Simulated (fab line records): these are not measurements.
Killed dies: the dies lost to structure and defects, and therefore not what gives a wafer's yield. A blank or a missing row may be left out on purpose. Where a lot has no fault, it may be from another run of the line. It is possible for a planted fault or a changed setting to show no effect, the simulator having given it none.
fab line records -- flow n5Finfet
record lots=9, wafers=24, lastDay=17
route steps=1938 shown BEOL_M4@1059 PASSIVATION@1936
lots that met no fault: taken from a fault-free run of the same line
startH: hours from the record's first day to the start of the lot's first wafer shown -- waitH: time in hours since the lot's previous step -- " as in the row above -- L1.1+2: a row that stands for several wafers -- - no value, or no start given -- * or withheld: withheld -- < > ~ a bound
route shown NAME@n: NAME is a module with steps in the file, n the number in the route of the first one -- usual: the fault-free wafers' mean and standard deviation -- same: alike in all rows -- chamber/n: place in a boat -- sites: per-site readings -- _std_site: the standard deviation of these -- _edge_site: the outer-site mean with the inner-site mean subtracted -- radiusMm: for every site, how far away it sits from the centre of the wafer -- mask NAME#n: copy n -- behind: the last tool/chamber to shape the wafer -- hold: the reason the lot was held/the length of the hold in hours/how it ended -- device: transistor that didn't switch, given as n, p or np -- end of line: the tests these same wafers got at the end of their route -- a step with no rows: only its recipe -- killed: dies that structure and defects cost at the first sort, which is not the same as the wafer's yield -- map: a wafer's dies, x killed, . not, _ none there
set.NAME: the run value of the setting; set.NAME@STEP: its run value at that earlier step -- model.NAME: the simulator's own value behind a step, which no gauge read
the route's steps for a sample of lots (tables are steps, rows are wafers)
services: the hour from which a tool's chamber was out of use, counted from the record's first day as startH (under 0 if before that day), plus the number of hours and why
## steps
# step N5_BEOL_M4_DESCUM_33
# recipe chemistry=O2, timeS=7, sourcePowerW=50, biasPowerW=20, pressureMtorr=20, rfFrequencyHz=2.712e+07, tempC=40, resist=CAR-EUV, o2FlowSccm=225
# usual drypumpMotorCurrentA=5.6/0.52, o2FlowSccm=224.9/0.66, oesProductAu=0.82/0.047, rfVppV=243.6/1.6, showerheadPlenumPTorr=2.12/0.087, throttleValvePct=20.39/0.18
lot.wafer,tool,chamber,startH,waitH,drypumpMotorCurrentA,o2FlowSccm,oesProductAu,rfHoursCounterH,rfVppV,showerheadPlenumPTorr,throttleValvePct
L954.2,rieDiel-02,0,170.05,0.1,5.8,225.0,0.85,39,243.6,2.12,20.00
L954.4,rieDiel-02,3,170.05,0.1,4.8,224.5,0.84,71,242.9,2.03,20.49
L954.5,rieDiel-02,0,170.05,0.1,5.8,225.4,0.85,-,244.5,2.12,20.00
L955.1,rieDiel-06,1,182.00,0.1,6.6,225.0,0.80,110,242.7,2.01,20.47
L955.2,rieDiel-06,3,182.00,0.1,5.2,224.9,0.86,53,244.7,2.20,20.32
L955.4,rieDiel-06,2,182.00,0.1,5.5,225.0,0.88,35,245.7,2.22,20.50
L958.2,rieDiel-02,2,195.74,0.3,5.7,225.5,0.81,88,245.0,2.23,20.47
L958.3,rieDiel-02,0,195.74,0.3,5.8,225.5,0.85,47,242.1,2.12,20.03
L958.5,rieDiel-02,2,195.74,0.3,5.7,224.9,0.80,-,244.9,2.23,20.47
L962.5,rieDiel-02,2,220.59,0.0,5.8,224.7,0.78,-,245.0,2.23,20.48
L962.6,rieDiel-02,3,220.59,0.0,4.7,224.5,0.82,-,241.6,2.02,20.52
L965.3,rieDiel-01,1,243.25,0.0,5.3,224.3,0.68,241,241.1,2.06,20.57
L965.6,rieDiel-01,3,243.25,0.0,5.7,224.0,0.81,-,241.9,2.03,20.44
L970.2,rieDiel-02,3,271.72,0.0,4.7,224.5,0.79,109,242.8,2.01,20.55
L970.4,rieDiel-02,0,271.72,0.0,5.8,225.8,0.80,-,245.0,2.11,20.08
L970.6,rieDiel-02,0,271.72,0.0,5.8,224.3,0.80,-,243.5,2.11,20.06
L971.1,rieDiel-06,0,275.26,0.5,5.3,224.0,0.84,51,244.0,2.24,20.59
L971.2,rieDiel-06,1,275.26,0.5,6.7,226.1,0.76,142,241.4,2.00,20.53
L971.6,rieDiel-06,0,275.26,0.5,5.3,224.7,0.84,-,245.6,2.23,20.57
L972.1,rieDiel-06,2,281.13,0.0,5.4,224.8,0.84,71,245.7,2.21,20.54
L972.5,rieDiel-06,0,281.13,0.0,5.3,225.6,0.84,-,244.2,2.23,20.58
L974.1,rieDiel-02,3,309.49,0.0,4.8,224.5,0.77,128,242.7,2.01,20.57
L974.3,rieDiel-02,0,309.49,0.0,5.8,225.0,0.78,97,244.0,2.10,20.11
L974.5,rieDiel-02,3,309.49,0.0,4.7,225.9,0.78,-,242.8,2.01,20.57
# step N5_BEOL_M4_ETCHBACK_99
# recipe chemistry=CHF3, target=SiO2, targetDepthA=50, timeS=10.4, sourceW=215, biasW=47, Ar_flow_sccm=200, CHF3_flow_sccm=12, ionEnergyEv=100, pressureMtorr=30
# usual CHF3_flow_sccm=12.00/0.04, drypumpMotorCurrentA=5.7/0.49, oesProductAu=0.81/0.074, rfVppV=239.9/2.3, showerheadPlenumPTorr=2.14/0.08, throttleValvePct=17.03/0.17
lot.wafer,tool,chamber,startH,waitH,CHF3_flow_sccm,drypumpMotorCurrentA,oesProductAu,rfHoursCounterH,rfVppV,showerheadPlenumPTorr,throttleValvePct
L954.2,rieDiel-01,0,173.02,2.7,12.05,6.1,0.71,227,238.3,2.04,17.35
L954.4,rieDiel-01,1,173.02,2.7,12.00,5.3,0.69,-,240.7,2.13,17.18
L954.5,rieDiel-01,0,173.02,2.7,11.94,6.1,0.71,-,237.5,2.04,17.35
L955.1,rieDiel-02,1,188.47,6.3,11.98,5.6,0.84,67,240.4,2.17,16.75
L955.2,rieDiel-02,2,188.47,6.3,11.96,5.7,0.81,85,237.4,2.26,16.89
L955.4,rieDiel-02,0,188.47,6.3,11.99,5.8,0.85,45,239.5,2.20,16.79
L958.2,rieDiel-02,1,196.17,0.2,11.98,5.6,0.82,69,239.7,2.16,16.75
L958.3,rieDiel-02,2,196.17,0.2,11.99,5.7,0.80,88,235.5,2.26,16.91
L958.5,rieDiel-02,3,196.17,0.2,11.94,4.7,0.80,-,240.7,2.07,17.12
L962.5,rieDiel-02,2,222.00,1.2,12.02,5.7,0.79,-,236.8,2.26,16.92
L962.6,rieDiel-02,3,222.00,1.2,12.02,4.7,0.80,-,239.4,2.07,17.13
L965.3,rieDiel-02,0,244.48,1.0,11.98,5.8,0.81,67,237.0,2.19,16.84
L965.6,rieDiel-02,1,244.48,1.0,11.95,5.6,0.80,-,237.3,2.16,16.78
L970.2,rieDiel-01,3,272.26,0.1,12.08,5.7,0.80,77,240.7,2.08,17.08
L970.4,rieDiel-01,0,272.26,0.1,11.98,6.1,1.00,-,242.2,2.30,16.92
L970.6,rieDiel-01,3,272.26,0.1,12.00,5.7,0.79,-,241.9,2.08,17.07
L971.1,rieDiel-01,3,275.74,0.2,11.99,5.7,0.80,79,241.0,2.08,17.09
L971.2,rieDiel-01,2,275.74,0.2,12.02,6.4,0.87,37,237.5,2.09,16.88
L971.6,rieDiel-01,0,275.74,0.2,12.01,6.1,0.97,-,240.4,2.30,16.92
L972.1,rieDiel-01,3,296.63,14.5,12.04,5.7,0.79,85,240.7,2.07,17.09
L972.5,rieDiel-01,2,296.63,14.5,11.97,6.4,0.86,-,237.1,2.09,16.88
L974.1,rieDiel-06,2,316.87,6.4,11.94,5.4,0.82,81,242.9,2.27,17.18
L974.3,rieDiel-06,3,316.87,6.4,12.00,5.2,0.81,96,246.8,2.25,17.02
L974.5,rieDiel-06,2,316.87,6.4,12.01,5.4,0.82,-,241.5,2.27,17.19
# step N5_BEOL_M4_VIA_ETCH_34
# recipe chemistry=C4F6/O2, targetDepthA=694, maskMaterial=SOC, pressureMtorr=15, ionEnergyEv=250, taperDeg=4, timeS=65.9, sourceW=350, biasW=170, Ar_flow_sccm=300, C4F6_flow_sccm=10, O2_flow_sccm=10
# usual drypumpMotorCurrentA=5.7/0.49, oesProductAu=0.81/0.075, rfVppV=663/5.7, showerheadPlenumPTorr=2.83/0.1, throttleValvePct=30.65/0.16
lot.wafer,tool,chamber,startH,waitH,drypumpMotorCurrentA,oesProductAu,rfHoursCounterH,rfVppV,showerheadPlenumPTorr,throttleValvePct
L954.2,rieDiel-01,0,173.16,0.0,6.1,0.71,227,656,2.70,31.01
L954.4,rieDiel-01,1,173.16,0.0,5.3,0.70,-,664,2.81,30.69
L954.5,rieDiel-01,0,173.16,0.0,6.1,0.71,-,657,2.71,31.00
L955.1,rieDiel-02,1,188.61,0.0,5.6,0.84,67,662,2.86,30.38
L955.2,rieDiel-02,2,188.61,0.0,5.8,0.80,85,654,2.98,30.61
L955.4,rieDiel-02,0,188.61,0.0,5.8,0.85,46,658,2.90,30.52
L958.2,rieDiel-02,1,196.32,0.0,5.6,0.83,69,661,2.86,30.38
L958.3,rieDiel-02,2,196.32,0.0,5.8,0.81,88,656,2.98,30.62
L958.5,rieDiel-02,3,196.32,0.0,4.8,0.81,-,664,2.74,30.63
L962.5,rieDiel-02,2,222.15,0.0,5.8,0.80,-,654,2.97,30.63
L962.6,rieDiel-02,3,222.15,0.0,4.7,0.58,-,662,2.74,30.59
L965.3,rieDiel-02,0,244.62,0.0,5.8,0.82,68,659,2.89,30.55
L965.6,rieDiel-02,1,244.62,0.0,5.6,0.59,-,661,2.85,30.34
L970.2,rieDiel-01,3,272.40,0.0,5.7,0.80,77,667,2.75,30.59
L970.4,rieDiel-01,0,272.40,0.0,6.1,0.99,-,668,3.04,30.76
L970.6,rieDiel-01,3,272.40,0.0,5.7,0.80,-,665,2.75,30.59
L971.1,rieDiel-01,3,275.89,0.0,5.8,0.80,79,667,2.75,30.60
L971.2,rieDiel-01,2,275.89,0.0,6.4,0.86,37,659,2.77,30.51
L971.6,rieDiel-01,0,275.89,0.0,6.1,0.97,-,667,3.03,30.74
L972.1,rieDiel-01,3,296.77,0.0,5.7,0.79,85,667,2.74,30.62
L972.5,rieDiel-01,2,296.77,0.0,6.4,0.87,-,658,2.77,30.49
L974.1,rieDiel-06,2,317.01,0.0,5.4,0.83,81,671,2.99,30.90
L974.3,rieDiel-06,3,317.01,0.0,5.1,0.81,96,679,2.96,30.77
L974.5,rieDiel-06,2,317.01,0.0,5.4,0.82,-,671,2.99,30.93
# step N5_BEOL_M4_ETCH_41
# recipe chemistry=CH3F/O2, target=SiCN, targetDepthA=299, taperDeg=2, timeS=52.5, ionEnergyEv=120, maskMaterial=TiN, pressureMtorr=30, sourceW=395, biasW=75, Ar_flow_sccm=150, CH3F_flow_sccm=30, O2_flow_sccm=20
# usual drypumpMotorCurrentA=5.7/0.49, oesProductAu=0.81/0.075, rfVppV=297.2/1.7, showerheadPlenumPTorr=1.99/0.075, throttleValvePct=16.28/0.18
lot.wafer,tool,chamber,startH,waitH,drypumpMotorCurrentA,oesProductAu,rfHoursCounterH,rfVppV,showerheadPlenumPTorr,throttleValvePct
L954.2,rieDiel-01,0,-,-,6.1,0.71,227,295.7,1.90,16.60
L954.4,rieDiel-01,1,-,-,5.3,0.70,-,296.9,1.98,16.47
L954.5,rieDiel-01,0,-,-,6.1,0.72,-,294.9,1.90,16.58
L955.1,rieDiel-02,1,-,-,5.6,0.84,67,297.3,2.01,15.99
L955.2,rieDiel-02,2,-,-,5.8,0.81,86,299.9,2.10,16.15
L955.4,rieDiel-02,0,-,-,5.8,0.85,46,297.9,2.04,16.03
L958.2,rieDiel-02,1,-,-,5.6,0.83,69,298.5,2.01,15.98
L958.3,rieDiel-02,2,-,-,5.7,0.80,88,300.0,2.10,16.16
L958.5,rieDiel-02,3,-,-,4.7,0.81,-,296.8,1.93,16.37
L962.5,rieDiel-02,2,-,-,5.7,0.79,-,300.1,2.10,16.18
L962.6,rieDiel-02,3,-,-,4.8,0.81,-,297.4,1.93,16.39
L965.3,rieDiel-02,0,-,-,5.8,0.82,68,297.8,2.04,16.09
L965.6,rieDiel-02,1,-,-,5.6,0.80,-,297.4,2.01,16.02
L970.2,rieDiel-01,3,-,-,5.7,0.80,77,296.3,1.93,16.35
L970.4,rieDiel-01,0,-,-,6.1,0.98,-,301.1,2.14,16.17
L970.6,rieDiel-01,3,-,-,5.7,0.80,-,294.9,1.93,16.35
L971.1,rieDiel-01,3,-,-,5.7,0.80,79,295.4,1.93,16.33
L971.2,rieDiel-01,2,-,-,6.4,0.87,37,295.7,1.95,16.10
L971.6,rieDiel-01,0,-,-,6.1,0.98,-,300.0,2.14,16.14
L972.1,rieDiel-01,3,-,-,5.7,0.80,85,295.9,1.93,16.35
L972.5,rieDiel-01,2,-,-,6.4,0.86,-,296.5,1.94,16.13
L974.1,rieDiel-06,2,-,-,5.5,0.83,81,299.4,2.11,16.42
L974.3,rieDiel-06,3,-,-,5.1,0.81,96,299.9,2.09,16.27
L974.5,rieDiel-06,2,-,-,5.5,0.83,-,300.1,2.11,16.44
# step N5_BEOL_M4_RC_MEAS_101
# usual DIBL_N=36.1/1.5, DIBL_P=36.1/1.9, IOFF_N=0.159/0.029, IOFF_P=0.21/0.038, ION_N=675/11, ION_P=464/8.1, SS_N=71.5/0.57, SS_P=73.3/0.64, VT_N=249/3.1, VT_P=-250/3.8
lot.wafer,tool,chamber,startH,waitH,DIBL_N[mV/V],DIBL_P[mV/V],IOFF_N[nA/um],IOFF_P[nA/um],ION_N[uA/um],ION_P[uA/um],SS_N[mV/dec],SS_P[mV/dec],VT_N[mV],VT_P[mV]
L954.2,prober-01,0,177.54,0.2,37.8,37.3,0.161,0.24,666,464,71.8,73.8,249,-246
L954.4,prober-01,0,177.54,0.2,35.9,34.2,0.137,0.19,672,462,72.3,72.5,250,-249
L954.5,prober-01,0,177.54,0.2,36.7,36.4,0.148,0.22,654,454,71.5,73.3,253,-247
L955.1,prober-02,0,192.89,0.1,34.6,34.7,0.141,0.19,683,467,70.9,72.6,250,-252
L955.2,prober-02,0,192.89,0.1,36.3,36.2,0.157,0.21,676,466,72.1,73.3,249,-250
L955.4,prober-02,0,192.89,0.1,35.7,35.8,0.162,0.21,677,469,71.3,72.5,249,-249
L958.2,prober-01,0,201.29,0.2,41.1,40.4,0.279,0.29,694,470,72.1,74.6,245,-248
L958.3,prober-01,0,201.29,0.2,36.9,36.6,0.175,0.21,679,460,71.8,73.2,249,-252
L958.5,prober-01,0,201.29,0.2,38.0,37.7,0.186,0.23,684,465,72.0,74.4,247,-251
L962.5,prober-01,0,227.34,0.6,36.3,36.1,0.173,0.26,686,468,70.9,73.7,246,-244
L962.6,prober-01,0,227.34,0.6,37.4,37.4,0.209,0.29,695,477,72.2,74.1,245,-241
L965.3,prober-02,0,249.42,0.6,36.8,35.6,0.172,0.18,677,454,71.0,73.2,248,-253
L965.6,prober-02,0,249.42,0.6,37.0,36.4,0.184,0.19,686,452,71.6,74.3,245,-254
L970.2,prober-01,0,276.85,0.2,36.9,39.4,0.195,0.25,675,465,71.8,74.3,247,-247
L970.4,prober-01,0,276.85,0.2,36.9,39.2,0.187,0.23,673,463,72.0,74.5,249,-252
L970.6,prober-01,0,276.85,0.2,36.4,38.2,0.174,0.22,671,462,72.4,74.7,250,-248
L971.1,prober-01,0,281.30,0.0,37.1,36.9,0.177,0.26,686,476,72.1,73.8,245,-245
L971.2,prober-01,0,281.30,0.0,36.9,37.2,0.184,0.28,691,481,71.4,73.1,248,-241
L971.6,prober-01,0,281.30,0.0,38.5,39.3,0.213,0.31,702,479,72.2,73.5,244,-241
L972.1,prober-02,0,300.63,0.0,35.6,36.6,0.159,0.20,674,456,71.3,72.6,247,-252
L972.5,prober-02,0,300.63,0.0,34.5,34.6,0.131,0.17,664,456,71.1,73.1,252,-255
L974.1,prober-01,0,321.45,0.0,36.2,36.8,0.181,0.23,684,469,71.1,73.3,247,-247
L974.3,prober-01,0,321.45,0.0,36.6,36.4,0.180,0.23,680,468,70.9,72.5,246,-248
L974.5,prober-01,0,321.45,0.0,34.8,36.0,0.168,0.23,686,473,71.5,73.6,244,-247
# step N5_PASSIVATION_PROBE_49
# usual defectLimitedYield=91.5/1.6, killed_at_M0_to_M3=33/10, killed_at_M4_up=13/5.6, killedAtContacts=13/6, killedAtFrontEnd=39/12, killedAtOther=3.0/2.8, killedDies=101/19, killedOpen=65/13, killedShort=32/8.3, sort_bin_4_leakage=0.00/0.0072, sort_bin_5_function=5.0/1, sort_bin_6_memory=3.1/0.69, sortNPass=1079/19, sortYieldPct=91.5/1.6
# same grossDies=1180, killedAtBackSide=0, sort_bin_8_speed[%]=0
lot.wafer,tool,chamber,startH,waitH,defectLimitedYield[%],killed_at_M0_to_M3,killed_at_M4_up,killedAtContacts,killedAtFrontEnd,killedAtOther,killedDies,killedOpen,killedShort,sort_bin_4_leakage[%],sort_bin_5_function[%],sort_bin_6_memory[%],sortNPass,sortYieldPct[%]
L962.6,prober-02,-,338.63,0.3,90.8,22,25,6,53,3,109,72,27,0,4.9,3.6,1071,90.8
# killed by level:class
L962.6 STI_FIN_REVEAL:geometricParticle:open=13 BEOL_M2:geometricParticle:open=10 BEOL_M4:geometricParticle:open=9 FIN_SAQP:geometricParticle:open=6 DUMMY_GATE:geometricParticle:open=6 MOL_CONTACT_COAG:geometricParticle:open=5 BEOL_M2:geometricParticle:short=5 HKMG_FIN:areaEtch=5
## services
tool,chamber,startH,hours,kind
rieDiel-01,2,155.86,-,clean
rieDiel-01,2,155.86,-,consumableReplace:focusRing
rieDiel-01,2,155.86,24.8,scheduledDown
rieDiel-01,2,155.86,24.8,ventCycle
rieDiel-06,3,219.51,1.4,repair
rieDiel-01,0,239.19,-,clean
rieDiel-01,0,239.19,-,consumableReplace:focusRing
rieDiel-01,0,239.19,-,consumableReplace:showerhead
rieDiel-01,0,239.19,32.1,scheduledDown
rieDiel-01,0,239.19,32.1,ventCycle
rieDiel-02,1,259.35,18.6,repair
rieDiel-01,1,271.35,-,clean
rieDiel-01,1,271.35,-,consumableReplace:focusRing
rieDiel-01,1,271.35,14.4,scheduledDown
rieDiel-01,1,271.35,14.4,ventCycle
## key
firstSign step=N5_BEOL_M4_VIA_ETCH_34, reading=oesProductAu, direction=down, sigmas=3, usual=0.81, struck=0.58
effect none on later readings
metAt N5_BEOL_M4_VIA_ETCH_34
struckLots L962,L965
struckWafers L962.6,L965.6
notActingAt N5_BEOL_M4_DESCUM_33,N5_BEOL_M4_ETCHBACK_99,N5_BEOL_M4_ETCH_41
onsetBetween 196.32 222.15
fault kind=processParameterDrift, tool=rieDiel-02, chamber=-, onsetH=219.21, steps=N5_BEOL_M4_VIA_ETCH_34, channel=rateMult, offset=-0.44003, shape=step, endH=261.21, scope=struckWafersOnly
